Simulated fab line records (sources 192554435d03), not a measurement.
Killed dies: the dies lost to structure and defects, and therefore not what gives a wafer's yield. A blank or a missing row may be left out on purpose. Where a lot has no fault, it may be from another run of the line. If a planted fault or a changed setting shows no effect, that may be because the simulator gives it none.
Lot-split experiment + flow n5_finfet + route with 1938 steps; 7 lots, 16 wafers read

ABOUT THE SPLIT
At N5_BEOL_M4_SPUTTER_79 (material Cu, target thk 4.5 nm, time 8.29 s), the setting time_s was moved away from the recipe's 8.29 s on 3 of the 16 wafers read, by -9.7% to +10.3%. For the rest of the wafers, this setting stayed at what the recipe calls for.

The reading comes from the split's own step.

THE READING
Cu_of_BEOL_M4_SPUTTER_79.thk_nm (the simulator's own value, which no gauge read), in nm, at N5_BEOL_M4_SPUTTER_79 (material Cu, target thk 4.5 nm, time 8.29 s). The file does not state a usual value for it. The 13 wafers here that ran the recipe average 4.5 nm, standard deviation 0.12 nm.

| wafer  | tool, chamber at the split | time_s as run, s | against the recipe | Cu_of_BEOL_M4_SPUTTER_79.thk_nm, nm | against lot-mates on the recipe |
|--------|----------------------------|------------------|--------------------|-------------------------------------|---------------------------------|
| L074.6 | pvd_sputter-02, -          | 8.29             | recipe             | 4.4                                 | -                               |
| L078.1 | pvd_sputter-02, -          | 8.29             | recipe             | 4.2                                 | -                               |
| L078.2 | pvd_sputter-02, -          | 8.29             | recipe             | 4.4                                 | -                               |
| L078.5 | pvd_sputter-02, -          | 8.922            | +7.6%              | 4.6                                 | +0.3                            |
| L081.1 | pvd_sputter-01, -          | 8.29             | recipe             | 4.6                                 | -                               |
| L081.2 | pvd_sputter-01, -          | 8.29             | recipe             | 4.6                                 | -                               |
| L081.5 | pvd_sputter-01, -          | 8.29             | recipe             | 4.6                                 | -                               |
| L090.2 | pvd_sputter-02, -          | 8.29             | recipe             | 4.4                                 | -                               |
| L090.3 | pvd_sputter-02, -          | 8.29             | recipe             | 4.4                                 | -                               |
| L088.1 | pvd_sputter-01, -          | 9.143            | +10.3%             | 5                                   | +0.4                            |
| L088.3 | pvd_sputter-01, -          | 8.29             | recipe             | 4.6                                 | -                               |
| L097.1 | pvd_sputter-03, -          | 8.29             | recipe             | 4.4                                 | -                               |
| L097.6 | pvd_sputter-03, -          | 8.29             | recipe             | 4.6                                 | -                               |
| L096.1 | pvd_sputter-03, -          | 7.488            | -9.7%              | 4                                   | -0.4                            |
| L096.2 | pvd_sputter-03, -          | 8.29             | recipe             | 4.4                                 | -                               |
| L096.4 | pvd_sputter-03, -          | 8.29             | recipe             | 4.4                                 | -                               |

THE FIT
A straight line over all 16 wafers: Cu_of_BEOL_M4_SPUTTER_79.thk_nm changes by +0.0432 nm for each +1% of time_s; r = +0.82; the points scatter about the line by 0.13 nm.
The same after taking each lot's own level away (the mean of its wafers on the recipe; 16 wafers): +0.0399 nm for each +1%; r = +0.95; scatter 0.054 nm.
Per that fit: largest time_s move, reading shift of 0.41 nm.
From 4.30 to 4.60 nm: that is the span of the lots' own levels, equal to 2.5 times the standard deviation above.
Consequently the slope shifts little with the lot-to-lot level, the two slopes agreeing.
Check: for one of the wafers moved furthest among these (+10.3%), held out of the fit, the line's prediction against its lot-mates is +0.416 nm. It came out at +0.4 nm against them.

FILE'S OWN FIT
Cu_of_BEOL_M4_SPUTTER_79.thk_nm changes by +0.04 nm for each +1% of time_s, r = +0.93.
